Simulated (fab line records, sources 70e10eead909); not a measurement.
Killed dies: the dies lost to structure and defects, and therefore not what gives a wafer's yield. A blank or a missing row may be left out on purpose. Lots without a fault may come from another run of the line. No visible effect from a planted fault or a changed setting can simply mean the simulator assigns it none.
A struck lot beside a sound one ; flow nand-harc ; 15 out of 1159 route steps
Sound: the wafers L927.4, L927.5, L927.6. Wafers L938.4, L938.5, L938.6 were the ones struck. Last of all comes the cause.
Each step with rows lists, per side, the tool, then ch with its chambers, then its first start. Under that, the readings that differ: sound wafers ; struck wafers ; difference of the means ; sigmas: that difference in standard deviations of wafers without a fault.
alike: words and numbers the same on both sides, and readings whose means are apart by under 2 such deviations; not compared: readings that were withheld, readings missing a value for some wafer, numbers with overlapping values and no deviation given by the record, and bounds like >300 which may hide the same value.
The two part at a step that has a row with sigmas, a row that says differs or no value, or rows on one side only. Numbers that have no deviation but don't overlap get no sigmas and don't part them. A reading that every wafer of one side lacks parts them only if that side has two wafers or more.

NHARC_P_M2_PRE_CLEAN_32: time 12 s.
  sound on pecvd-03 ch 0,1,2, day 7 13:46; struck on pecvd-02 ch 0,1,2, day 10 09:04
  alike: heater-power-w
NHARC_P_M2_DEP_33: deposits SiCN, target thk 30 nm.
  sound on pecvd-03 ch 0,1,2, day 7 13:56; struck on pecvd-02 ch 0,1,2, day 10 09:14
  alike: heater-power-w
NHARC_P_BONDPAD_DEP_00: deposits SiCN, target thk 250 nm.
  sound on pecvd-04 ch 0,1,2, day 7 14:22; struck on pecvd-04 ch 0,2, day 10 09:40
  alike: heater-power-w
NHARC_P_BONDPAD_CMP_32: polishes SiCN, target thk 200 nm.
  sound on cmp-01 ch 1,2,3, day 7 14:43; struck on cmp-03 ch 0,1,3, day 10 10:09
reading;sound;struck;difference;sigmas
slurry-filter-dp-kPa (kPa);13.69 13.67 13.77;13.53 13.19 13.50;-0.30;-2
  alike: motor-current-A
NHARC_P_BONDPAD_THK_MEAS_33: measures by ellipsometry.
  struck on film-metro-01, day 10 10:20; sound on film-metro-02, day 7 14:53
  alike: thk-nm
then, 7 steps without rows for these wafers: NHARC_P_BONDPAD_SRD_34; NHARC_P_BONDPAD_DEHYDRATE_01 (time 120 s); NHARC_P_BONDPAD_HMDS_02 (time 30 s); NHARC_P_BONDPAD_COAT_36 (time 65 s); NHARC_P_BONDPAD_COAT_03 (resist thk 600 nm); NHARC_P_BONDPAD_SOFTBAKE_04 (time 70 s); NHARC_P_BONDPAD_EBR_05.
NHARC_P_BONDPAD_EXPOSE_06: exposes mask P BPAD.
  sound on krf-scanner-02 ch 0, day 7 15:19; struck on krf-scanner-02 ch 0, day 10 10:38
reading;sound;struck;difference;sigmas
exposure-dose-mJ-cm2;37.01 37.01 36.99;39.00 39.00 39.01;+2.00;+50
  alike: mask
then, 2 steps without rows for these wafers: NHARC_P_BONDPAD_PEB_07 (peb time 80 s); NHARC_END_SORT_01.

## WHERE THEY PART
First at NHARC_P_BONDPAD_CMP_32; last, within this record, at NHARC_P_BONDPAD_EXPOSE_06.

WHY: what the simulator had put in
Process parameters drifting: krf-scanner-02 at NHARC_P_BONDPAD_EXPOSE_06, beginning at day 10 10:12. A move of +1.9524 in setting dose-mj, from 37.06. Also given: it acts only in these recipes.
